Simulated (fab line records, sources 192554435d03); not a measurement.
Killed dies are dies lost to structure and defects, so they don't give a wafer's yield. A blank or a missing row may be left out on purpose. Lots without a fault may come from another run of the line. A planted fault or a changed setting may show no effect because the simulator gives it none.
Chamber matching | flow n5_finfet | N5_BEOL_M1_PRE_CLEAN_60 on cvd_co-01: 3 sister chambers
The step time 15 s. 3 wafers are shown with their chamber, then 11 later ones without.

WAFERS WITH THEIR CHAMBER
wafer  | chamber | heater_power_w (W)
L086.5 | 1       | 79
L087.6 | 0       | 77
L089.2 | 2       | 64

WAFERS WITHOUT THEIR CHAMBER
wafer  | heater_power_w (W)
L089.5 | 77
L089.6 | 82
L090.2 | 63
L090.5 | 64
L090.6 | 76
L092.2 | 65
L092.3 | 80
L092.5 | 63
L093.3 | 78
L093.5 | 64
L093.6 | 78

WHICH CHAMBER EACH WENT THROUGH
wafer  | from the rows above     | in truth
L089.5 | can't be placed: 0 or 1 | 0
L089.6 | can't be placed: 1 or 0 | 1
L090.2 | 2                       | 2
L090.5 | 2                       | 2
L090.6 | can't be placed: 0 or 1 | 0
L092.2 | 2                       | 2
L092.3 | can't be placed: 1 or 0 | 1
L092.5 | 2                       | 2
L093.3 | can't be placed: 0 or 1 | 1
L093.5 | 2                       | 2
L093.6 | can't be placed: 0 or 1 | 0
Placed correctly: 5 of 11. Can't be placed from these rows: 6 (the true chamber is among the candidates in 6). Placed wrongly: 0.
How it was worked out, from the rows above alone: a wafer's distance from a chamber is the root of the sum, over the readings, of the square of ((its reading less the chamber's mean) divided by the reading's scatter). The wafer belongs to the nearest chamber; if the next one is less than 2 further off, it can't be placed. A chamber's mean is the mean of its shown wafers. The scatter: with one shown wafer a chamber, the root of the mean of the squares of how far each hidden wafer lies from its nearest shown one.
